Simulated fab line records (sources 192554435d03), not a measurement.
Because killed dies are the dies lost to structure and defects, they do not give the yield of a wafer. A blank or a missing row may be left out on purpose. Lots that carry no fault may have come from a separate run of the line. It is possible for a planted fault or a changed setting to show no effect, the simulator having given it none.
Which tool did it? | flow n5Finfet | 12 lots, 33 wafers sampled, at 4 steps of a route of 1938

== WHAT THE GAUGES READ, wafer by wafer ==
The record lacks any reading of a measuring or inspecting step that a usual standard deviation could be used to judge.

== WHAT TOOL EACH LOT RAN ON (gives the tool, then ch and the chambers of the sampled wafers, and finally the start) ==
lot  | N5_BEOL_M4_ANNEAL_51            | N5_BEOL_M4_CMP_52             | N5_BEOL_M5_STRIP_64               | N5_BEOL_M5_COAT_74
L742 | rtpAnneal-02 ch 0, day 8 07:09  | cmp-02 ch 1,2,3, day 8 07:29  | rieDiel-06 ch 0,1, day 8 12:35    | lithoTrack-05 ch 0, day 8 12:56
L744 | rtpAnneal-01 ch 0, day 9 00:34  | cmp-03 ch 1,2, day 9 00:54    | rieDiel-06 ch 1,3, day 9 07:00    | lithoTrack-04 ch 0, day 9 08:27
L745 | rtpAnneal-01 ch 0, day 9 04:27  | cmp-03 ch 1,3, day 9 04:42    | rieDiel-05 ch 1,3, day 9 07:52    | lithoTrack-05 ch 0, day 9 08:27
L748 | rtpAnneal-02 ch 0, day 9 19:20  | cmp-02 ch 1,3, day 9 19:46    | rieDiel-06 ch 1,2, day 10 00:13   | lithoTrack-01 ch 0, day 10 00:29
L749 | rtpAnneal-01 ch 0, day 9 20:29  | cmp-03 ch 1,2, day 9 20:53    | rieDiel-03 ch 0,1, day 10 00:29   | lithoTrack-04 ch 0, day 10 00:46
L752 | rtpAnneal-01 ch 0, day 11 05:01 | cmp-03 ch 0,1,2, day 11 05:18 | rieDiel-03 ch 1,2, day 11 08:29   | lithoTrack-05 ch 0, day 11 09:20
L754 | rtpAnneal-02 ch 0, day 11 06:41 | cmp-02 ch 0,3, day 11 07:06   | rieDiel-03 ch 0,1, day 11 11:10   | lithoTrack-01 ch 0, day 11 11:46
L760 | rtpAnneal-02 ch 0, day 13 04:32 | cmp-02 ch 1,2,3, day 13 04:50 | rieDiel-06 ch 1,2,3, day 13 08:07 | lithoTrack-04 ch 0, day 13 08:57
L761 | rtpAnneal-02 ch 0, day 13 05:01 | cmp-03 ch 1,2, day 13 05:22   | rieDiel-03 ch 0,1,2, day 13 08:32 | lithoTrack-01 ch 0, day 13 08:57
L763 | rtpAnneal-02 ch 0, day 13 20:49 | cmp-03 ch 0,2,3, day 13 21:04 | rieDiel-06 ch 0,2,3, day 14 00:05 | lithoTrack-01 ch 0, day 14 00:43
L764 | rtpAnneal-01 ch 0, day 14 01:32 | cmp-01 ch 1,2,3, day 14 01:50 | rieDiel-03 ch 0,2,3, day 14 06:52 | lithoTrack-04 ch 0, day 14 10:54
L765 | rtpAnneal-02 ch 0, day 14 03:56 | cmp-03 ch 1,2,3, day 14 04:14 | rieDiel-06 ch 2,3, day 14 07:44   | lithoTrack-01 ch 0, day 14 10:49
- N5_BEOL_M4_ANNEAL_51: time 90 s.
- N5_BEOL_M4_CMP_52: polishes, stops on SiOC, t overpolish 6.8 s, target thk 40 nm.
- N5_BEOL_M5_STRIP_64: strips in CF4.
- N5_BEOL_M5_COAT_74: time 60 s, resist thk 5 nm.

== AS READ BY THE TOOLS THEMSELVES (means over the sampled wafers that have a number; for cases with no such wafer, the mark the record gives instead) ==
N5_BEOL_M4_ANNEAL_51.
lot  | tool         | wafer_temp_C_max
L742 | rtpAnneal-02 | 225.97
L744 | rtpAnneal-01 | 225.62
L745 | rtpAnneal-01 | 225.65
L748 | rtpAnneal-02 | 226.20
L749 | rtpAnneal-01 | 225.41
L752 | rtpAnneal-01 | 225.71
L754 | rtpAnneal-02 | 225.79
L760 | rtpAnneal-02 | 225.89
L761 | rtpAnneal-02 | 225.82
L763 | rtpAnneal-02 | 225.83
L764 | rtpAnneal-01 | 225.44
L765 | rtpAnneal-02 | 225.93

N5_BEOL_M4_CMP_52.
lot  | tool   | barrierFieldEndpointS (s) | motorCurrentA (A) | overpolishRunS (s) | timeToEndpointS (s)
L742 | cmp-02 | 24.7                      | 6.3               | 6.808              | 66
L744 | cmp-03 | 23.6                      | 5.4               | 6.795              | 54
L745 | cmp-03 | 24.6                      | 6.2               | 6.802              | 61
L748 | cmp-02 | 24.4                      | 6.3               | 6.798              | 62
L749 | cmp-03 | 23.5                      | 5.8               | 6.806              | 54
L752 | cmp-03 | 24.4                      | 5.5               | 6.801              | 61
L754 | cmp-02 | 24.6                      | 6.8               | 6.808              | 62
L760 | cmp-02 | 25.1                      | 6.2               | 6.807              | 66
L761 | cmp-03 | 23.4                      | 5.6               | 6.798              | 56
L763 | cmp-03 | 25.1                      | 6.1               | 6.799              | 66
L764 | cmp-01 | 24.3                      | 6.4               | 6.794              | 60
L765 | cmp-03 | 23.8                      | 6.1               | 6.801              | 59

N5_BEOL_M5_STRIP_64.
lot  | tool       | drypumpMotorCurrentA (A) | oesProductAu (a.u.) | rfFwdPowerW (W) | rfVppV (V) | showerheadPlenumPTorr (Torr) | throttleValvePct (%)
L742 | rieDiel-06 | 5.59                     | 0.83                | 292.7           | 269.9      | 1.76                         | 13.42
L744 | rieDiel-06 | 5.73                     | 0.75                | 293.1           | 269.7      | 1.74                         | 13.69
L745 | rieDiel-05 | 5.88                     | 0.79                | 293.1           | 272.0      | 1.85                         | 13.71
L748 | rieDiel-06 | 5.48                     | 0.85                | 293.3           | 271.9      | 1.83                         | 13.57
L749 | rieDiel-03 | 6.16                     | 0.82                | 292.4           | 271.5      | 1.79                         | 13.53
L752 | rieDiel-03 | 6.01                     | 0.70                | 292.4           | 269.9      | 1.74                         | 13.67
L754 | rieDiel-03 | 6.17                     | 0.80                | 292.9           | 271.3      | 1.78                         | 13.56
L760 | rieDiel-06 | 5.62                     | 0.78                | 292.4           | 270.6      | 1.79                         | 13.62
L761 | rieDiel-03 | 6.15                     | 0.75                | 292.9           | 269.7      | 1.75                         | 13.60
L763 | rieDiel-06 | 5.59                     | 0.81                | 291.7           | 272.6      | 1.79                         | 13.48
L764 | rieDiel-03 | 6.04                     | 0.74                | 292.5           | 269.4      | 1.72                         | 13.69
L765 | rieDiel-06 | 5.68                     | 0.78                | 292.5           | 270.5      | 1.78                         | 13.57

N5_BEOL_M5_COAT_74.
lot  | tool          | heaterPowerTotalW (W) | plateTempC (C)
L742 | lithoTrack-05 | 390.5                 | 205.14
L744 | lithoTrack-04 | 390.3                 | 205.06
L745 | lithoTrack-05 | 392.1                 | 204.98
L748 | lithoTrack-01 | 391.6                 | 205.09
L749 | lithoTrack-04 | 390.5                 | 204.97
L752 | lithoTrack-05 | 386.5                 | 203.02
L754 | lithoTrack-01 | 390.9                 | 205.11
L760 | lithoTrack-04 | 391.5                 | 205.01
L761 | lithoTrack-01 | 392.3                 | 204.77
L763 | lithoTrack-01 | 392.7                 | 204.96
L764 | lithoTrack-04 | 392.1                 | 204.99
L765 | lithoTrack-01 | 392.5                 | 204.95

== THE ANSWER, worked out from the rows above alone ==
Rule: usual is defined by the lots themselves. Put in order of their means at a reading, lots are off if they are a third of the lots or fewer, leave a main group of 4 or more, and stand apart from it by a gap of 3 or more times the standard deviation of the main group's means; of several such gaps the widest counts. A main group is skipped when, at the precision printed for the reading in the tables above, its means are all equal. A lot without any number at a reading at which 4 lots or more have one is off too. The other lots that the step has rows for count as sound. The gauges are gone through in route order, then the tools' own readings, and for those a lot's mean is taken as printed above. The first step at which some lot is off is used, and at that step the reading that is off furthest; a lot without a number counts as furthest.
Off, at N5_BEOL_M5_COAT_74 on plateTempC: L752. For the main group the mean is 205.00 C and the standard deviation 0.096.
If a tool, at that step or one of the process steps before it, ran each lot that is off and ran no sound lot following the first of them, it fits. One candidate fits, namely lithoTrack-05 at N5_BEOL_M5_COAT_74. A fault onset in the window from L745 (day 9 08:27, its last sound lot) to L752 (day 11 09:20, its first lot off) fits.
The tool's own readings at N5_BEOL_M5_COAT_74 bear it out: on the lots that are off they differ by more than 5 times the standard deviation of the sound lots' means. heaterPowerTotalW reads 386.5 W there against 391.5 W on the sound lots; plateTempC reads 203.02 C there against 205.00 C on the sound lots.

== WHAT THE SIMULATOR HAD PUT IN ==
Process parameter drift: lithoTrack-05, from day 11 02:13 on, at N5_BEOL_M5_COAT_74. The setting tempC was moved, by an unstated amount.
Struck lots among those shown: L752. The rule above reached the same finding.
